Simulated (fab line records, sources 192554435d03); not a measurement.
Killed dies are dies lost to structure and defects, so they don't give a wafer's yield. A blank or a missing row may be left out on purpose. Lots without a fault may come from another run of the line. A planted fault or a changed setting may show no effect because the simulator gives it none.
A struck lot beside a sound one | flow n5_finfet | 14 steps out of a route of 1938
Sound: wafers L396.1, L396.3, L396.4. Struck: wafers L393.3, L393.5. (L393.1 of the same lot was not struck and is left out.) The cause comes at the end.
At each step with rows: each side's tool, then ch and its chambers, then its first start. Under that, the readings that differ: sound wafers | struck wafers | difference of the means | sigmas: that difference in standard deviations of wafers without a fault.
alike: readings whose means differ by less than 2 such deviations, and words and numbers that are the same on both sides. not compared: withheld readings, readings that some wafer has no value for, bounds like >300 that may hide the same value, and numbers for which the record gives no deviation and whose values overlap.
The two part at a step that has a row with sigmas, a row that says differs or no value, or rows on one side only. Numbers that don't overlap but have no deviation are shown without sigmas and don't part them. A reading that every wafer of one side lacks parts them only if that side has two wafers or more.

N5_BEOL_M12_ETCH_68: etches SOC in N2/H2, time 285 s.
  sound on rie_diel-05 ch 1,2,3, day 14 01:27; struck on rie_diel-05 ch 2,3, day 13 05:44
  alike: drypump_motor_current_A, oes_product_au, rf_vpp_V, showerhead_plenum_p_Torr, throttle_valve_pct
  not compared: rf_hours_counter_h
then, 3 steps without rows for these wafers: N5_BEOL_M12_STRIP_69 (strips in N2/H2); N5_BEOL_M12_TRENCH_ETCH_34 (etches SiOC in C4F8/O2/Ar, target depth 318.95 nm, time 125.5 s); N5_BEOL_M12_STRIP_70 (strips in C4F8/O2/Ar).
N5_BEOL_M12_OCD_MEAS_35:
  sound on ocd-01, day 14 01:47; struck on ocd-02, day 13 06:04
  alike: trench_depth_nm
then, 1 step without rows for these wafers: N5_BEOL_M12_STRIP_37 (strips in N2/H2).
N5_BEOL_M12_ETCH_38: etches SiCN in CF4/N2, target depth 68.7 nm, time 73.4 s.
  sound on rie_diel-04 ch 1,2,3, day 14 01:54; struck on rie_diel-04 ch 2,3, day 13 06:15
  alike: drypump_motor_current_A, oes_product_au, rf_vpp_V, showerhead_plenum_p_Torr, throttle_valve_pct
  not compared: rf_hours_counter_h
then, 3 steps without rows for these wafers: N5_BEOL_M12_PRECLEAN_39 (cleans in residue remover, time 60 s); N5_BEOL_M12_SRD_40 (time 30 s, dry time 30 s); N5_BEOL_M12_DEGAS_41 (time 60 s).
N5_BEOL_M12_PRE_CLEAN_42: time 30 s.
  sound on pvd_sputter-01, day 14 02:25; struck on pvd_sputter-02, day 13 06:47
  alike: heater_power_w
N5_BEOL_M12_SPUTTER_43: material TaN, target thk 15 nm, time 24.19 s.
  sound on pvd_sputter-01, day 14 02:27; struck on pvd_sputter-02, day 13 06:49
  alike: chamber_pressure_pa, throttle_valve_pct
N5_BEOL_M12_SPUTTER_44: material Ta, target thk 10 nm, time 16.13 s.
  sound on pvd_sputter-01, day 14 02:32; struck on pvd_sputter-02, day 13 06:54
  reading                                     | sound          | struck    | difference | sigmas
  model.Ta_of_BEOL_M12_SPUTTER_44.thk_nm (nm) | 10.2 10.2 10.2 | 10.6 10.4 | +0.3       |
  alike: chamber_pressure_pa, throttle_valve_pct
N5_BEOL_M12_SPUTTER_45: material Cu, target thk 80 nm, time 13.33 s.
  sound on pvd_sputter-01, day 14 02:37; struck on pvd_sputter-02, day 13 06:59
  alike: chamber_pressure_pa, chuck_sensor_temp_C, throttle_valve_pct

WHERE THEY PART
Nowhere in this record.

WHY: what the simulator had put in
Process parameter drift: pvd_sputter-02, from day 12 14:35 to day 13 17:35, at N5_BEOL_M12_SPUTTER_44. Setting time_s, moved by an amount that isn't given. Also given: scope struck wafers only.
